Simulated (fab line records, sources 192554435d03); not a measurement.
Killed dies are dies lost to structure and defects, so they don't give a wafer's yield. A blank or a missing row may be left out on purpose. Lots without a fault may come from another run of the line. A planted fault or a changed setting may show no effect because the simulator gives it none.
Which tool did it? | flow n5_finfet | 11 lots, 33 wafers sampled, at 6 steps of a route of 1938

WHAT THE GAUGES READ, wafer by wafer
N5_BEOL_M0_SAQP_THK_MEAS_05.
lot  | measured     | on            | thk_nm (nm)
L075 | day 5 20:41  | film_metro-02 | 59.1 58.3 59.3
L077 | day 6 04:17  | film_metro-01 | 58.4 58.6 59.4
L079 | day 6 17:25  | film_metro-02 | 59.4 60.9 59.7
L081 | day 7 07:36  | film_metro-02 | 59.5 60.4 60.8
L083 | day 7 17:40  | film_metro-02 | 58.8 60.3 59.9
L085 | day 8 01:31  | film_metro-02 | 60.4 60.2 60.5
L089 | day 9 05:22  | film_metro-01 | 59.3 59.9 60.0
L090 | day 9 12:36  | film_metro-01 | 60.1 60.2 61.0
L092 | day 10 00:34 | film_metro-02 | 60.0 60.3 60.5
L094 | day 10 15:25 | film_metro-02 | 59.0 59.6 61.1
L096 | day 11 03:02 | film_metro-01 | 59.3 59.8 60.5

WHICH TOOL RAN EACH LOT (tool, then ch and the chambers of the sampled wafers, then the start)
lot  | N5_MOL_CONTACT_COAG_ETCH_47       | N5_MOL_CONTACT_COAG_VIA_ETCH_117   | N5_BEOL_M0_SAQP_HM_DEP_02    | N5_BEOL_M0_SAQP_PECVD_96       | N5_BEOL_M0_SAQP_PECVD_04
L075 | rie_diel-01 ch 0,1, day 5 10:34   | rie_diel-05 ch 0,2,3, day 5 11:50  | pvd_sputter-03, day 5 20:22  | pecvd-02 ch 1,2, day 5 20:31   | pecvd-02 ch 1,2, day 5 20:36
L077 | rie_diel-03 ch 0,1,2, day 5 21:44 | rie_diel-01 ch 2,3, day 5 22:53    | pvd_sputter-02, day 6 03:57  | pecvd-03 ch 1,2, day 6 04:06   | pecvd-03 ch 1,2, day 6 04:11
L079 | rie_diel-01 ch 0,1, day 6 08:29   | rie_diel-01 ch 1,2,3, day 6 09:59  | pvd_sputter-03, day 6 17:00  | pecvd-02 ch 1, day 6 17:10     | pecvd-02 ch 1, day 6 17:17
L081 | rie_diel-03 ch 0,2, day 7 01:01   | rie_diel-01 ch 1,2, day 7 02:41    | pvd_sputter-01, day 7 07:16  | pecvd-02 ch 0,1,2, day 7 07:25 | pecvd-02 ch 0,1,2, day 7 07:30
L083 | rie_diel-03 ch 0,1,2, day 7 08:50 | rie_diel-01 ch 2,3, day 7 11:23    | pvd_sputter-02, day 7 17:20  | pecvd-04 ch 0,1, day 7 17:29   | pecvd-04 ch 0,1, day 7 17:34
L085 | rie_diel-03 ch 0,1,2, day 7 19:16 | rie_diel-03 ch 0,1,2, day 7 20:35  | pvd_sputter-01, day 8 01:11  | pecvd-03 ch 0,1, day 8 01:20   | pecvd-03 ch 0,1, day 8 01:25
L089 | rie_diel-05 ch 0,1,2, day 8 22:32 | rie_diel-03 ch 0,2, day 8 23:48    | pvd_sputter-02, day 9 05:02  | pecvd-02 ch 0,1, day 9 05:11   | pecvd-02 ch 0,1, day 9 05:16
L090 | rie_diel-03 ch 0,2,3, day 9 03:20 | rie_diel-03 ch 0,3, day 9 04:36    | pvd_sputter-03, day 9 12:16  | pecvd-04 ch 0,2, day 9 12:25   | pecvd-04 ch 0,2, day 9 12:30
L092 | rie_diel-05 ch 1,2,3, day 9 17:21 | rie_diel-03 ch 0,1,3, day 9 18:40  | pvd_sputter-02, day 10 00:09 | pecvd-02 ch 0,1, day 10 00:19  | pecvd-02 ch 0,1, day 10 00:26
L094 | rie_diel-03 ch 0,1, day 10 05:20  | rie_diel-01 ch 0,2,3, day 10 06:40 | pvd_sputter-03, day 10 15:05 | pecvd-03 ch 0,2, day 10 15:14  | pecvd-03 ch 0,2, day 10 15:19
L096 | rie_diel-05 ch 2,3, day 10 17:29  | rie_diel-01 ch 0,2,3, day 10 18:58 | pvd_sputter-03, day 11 02:42 | pecvd-03 ch 1,2, day 11 02:51  | pecvd-03 ch 1,2, day 11 02:56
- N5_MOL_CONTACT_COAG_ETCH_47: etches SiNx in CH3F/O2, stops on W, target depth 27 nm.
- N5_MOL_CONTACT_COAG_VIA_ETCH_117: etches SiO2 in C4F6/O2, target depth 40 nm, overetch 8 nm, time 26 s.
- N5_BEOL_M0_SAQP_HM_DEP_02: deposits TiN, target thk 12 nm.
- N5_BEOL_M0_SAQP_PECVD_96: deposits a-Si from SiH4/He, target thk 45 nm, time 45.2 s.
- N5_BEOL_M0_SAQP_PECVD_04: deposits a-Si from SiH4/He, target thk 60 nm, time 60.2 s.

THE ANSWER, worked out from the rows above alone
Rule: what is usual is taken from the lots themselves. Put in order of their means at a reading, lots are off if they are a third of the lots or fewer, leave a main group of 4 or more, and stand apart from it by a gap of 3 or more times the standard deviation of the main group's means; of several such gaps the widest counts. A main group whose means are all the same, to the digits that the tables above print for the reading, isn't used. A lot without any number at a reading at which 4 lots or more have one is off too. The other lots that the step has rows for count as sound.
No lot is off at any reading shown: from this, nothing can be told.

WHAT THE SIMULATOR HAD PUT IN
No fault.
